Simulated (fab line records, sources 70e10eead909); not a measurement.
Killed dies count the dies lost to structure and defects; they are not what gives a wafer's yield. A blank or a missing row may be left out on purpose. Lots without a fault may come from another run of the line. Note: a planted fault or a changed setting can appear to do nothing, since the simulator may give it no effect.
Struck lot and sound lot, side by side    flow nand_harc    14 out of 1159 route steps
Sound: these wafers, L607.2, L607.3, L607.6. Wafers L598.1, L598.3, L598.5 were the ones struck. At the end, the cause is stated.
For every step that has rows: the tool of each side, followed by ch and its chambers, followed by its first start. Under that, the readings that differ: sound wafers    struck wafers    difference of the means    sigmas: that difference in standard deviations of wafers without a fault.
alike: readings with means less than 2 such deviations apart, plus words and numbers identical on both sides. not compared: withheld readings, readings lacking a value on some wafer, bounds such as >300 that could conceal the same value, and numbers that have no deviation in the record and whose values overlap.
The two part at a step that has a row with sigmas, a row that says differs or no value, or rows on one side only. Numbers that have no deviation but don't overlap get no sigmas and don't part them. A reading that every wafer of one side lacks parts them only if that side has two wafers or more.

first, 1 step without rows for these wafers: NHARC_A_ONON_D1_DEP_19 (target thk 1000 nm).
NHARC_A_ONON_D1_THK_MEAS_21: measures by ellipsometry.
  sound on film_metro-02, day 11 03:31; struck on film_metro-01, day 9 06:35
  alike: thk_nm
following that, 1 step holds no rows for these wafers, namely NHARC_A_ONON_D1_DEP_22 (target thickness 1000 nm).
NHARC_A_ONON_D1_THK_MEAS_24: measures by ellipsometry.
  sound on film_metro-01, day 11 04:04; struck on film_metro-01, day 9 07:17
  alike: thk_nm
following that, 1 step holds no rows for these wafers, namely NHARC_A_ONON_D1_DEP_25 (target thickness 1000 nm).
NHARC_A_ONON_D1_THK_MEAS_27: measures by ellipsometry.
  sound on film_metro-01, day 11 04:38; struck on film_metro-01, day 9 07:51
  alike: thk_nm
following that, 1 step holds no rows for these wafers, namely NHARC_A_ONON_D1_DEP_28 (target thickness 1000 nm).
NHARC_A_ONON_D1_THK_MEAS_30: measures by ellipsometry.
  sound on film_metro-01, day 11 05:13; struck on film_metro-01, day 9 08:25
  alike: thk_nm
NHARC_A_ONON_D1_DEP_33: deposits SiO2, target thk 200 nm.
  sound on pecvd-04 ch 0,1,2, day 11 05:29; struck on pecvd-02 ch 0,1, day 9 08:31
  alike: chamber_pressure_Torr, flow_sccm, heater_power_w, throttle_valve_pct
NHARC_A_ONON_D1_THK_MEAS_34: measures by ellipsometry.
  sound on film_metro-02, day 11 05:55; struck on film_metro-02, day 9 08:53
  alike: thk_nm
NHARC_A_ONON_D1_INSPECT_32:
  sound on defect_inspect-02, day 11 05:59; struck on defect_inspect-02, day 9 08:56
  alike: raw_defect_count
NHARC_A_CHANNEL_HOLE_D1_DEP_00: deposits aC, target thk 3100 nm.
  sound on acl_dep-01 ch 0, day 11 10:36; struck on acl_dep-01 ch 0, day 9 11:24
  alike: throttle_valve_pct
NHARC_A_CHANNEL_HOLE_D1_DEP_01: deposits SiON, target thk 140 nm.
  sound on pecvd-04 ch 0,1,2, day 11 12:12; struck on pecvd-01 ch 0,1,2, day 9 13:58
  alike: chamber_pressure_Torr, heater_power_w
-- break in the record here, with 12 days between the starts of the struck wafers on either side (left off in module A_CHANNEL_HOLE_D1, picked up again in module END, where the first step shown is number 1159 on the route) --
NHARC_END_SORT_01:
  sound on prober-01 ch 0, day 22 08:54; struck on prober-02 ch 0, day 21 08:42
reading          sound     struck       difference  sigmas
killed_at_array  15 14 15  672 674 673  +658        +66
killed_dies      17 14 15  677 677 677  +662        +67
  alike: killed_at_other, killed_at_periphery, killed_open, killed_short

== WHERE THEY PART ==
Only at NHARC_END_SORT_01, as far as this record shows.

WHY: the cause the simulator had injected
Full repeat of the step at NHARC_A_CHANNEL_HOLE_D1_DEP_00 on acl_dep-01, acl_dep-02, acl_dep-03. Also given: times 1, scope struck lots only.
